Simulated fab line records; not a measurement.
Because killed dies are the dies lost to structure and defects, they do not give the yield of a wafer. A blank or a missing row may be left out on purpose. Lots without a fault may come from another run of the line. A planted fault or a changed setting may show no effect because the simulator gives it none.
Chamber matching ; flow n5_finfet ; N5_BEOL_M4_STRIP_66 on rie_diel-03 has 4 sister chambers
The step strips in CF4. 8 wafers are shown with their chamber, then 8 later ones without.

WAFERS, EACH WITH ITS CHAMBER
wafer;chamber;drypump_motor_current_A (A);oes_product_au (a.u.)
L078.4;3;5.3;0.69
L078.6;2;5.7;0.84
L085.1;3;5.2;0.69
L085.6;1;5.5;0.92
L083.2;2;5.7;0.83
L083.4;1;5.5;0.92
L083.5;0;5.4;0.90
L084.2;0;5.4;0.90

WAFERS WITH NO CHAMBER GIVEN
wafer;drypump_motor_current_A (A);oes_product_au (a.u.)
L084.4;5.7;0.83
L084.5;5.4;0.89
L089.1;5.3;0.68
L089.4;5.4;0.88
L089.5;5.2;0.67
L092.1;5.4;0.87
L092.4;5.7;0.81
L092.5;5.7;0.80

WHICH CHAMBER EACH WENT THROUGH
wafer;from the rows above;in truth
L084.4;2;2
L084.5;0;0
L089.1;3;3
L089.4;0;0
L089.5;3;3
L092.1;0;0
L092.4;2;2
L092.5;2;2
Correctly placed: 8 of 8. Not placeable from these rows: 0. Placed wrongly: 0.
How it was worked out, from the rows above alone: a wafer's distance from a chamber is the root of the sum, over the readings, of the square of ((its reading less the chamber's mean) divided by the reading's scatter). If the next closest chamber is less than 2 further off than the closest, the wafer can't be placed; otherwise it belongs to the closest. A chamber's mean is the mean of its shown wafers. The scatter: take each reading less its chamber's mean, square it, sum over the shown wafers, divide by the number of wafers less the number of chambers, and take the root.
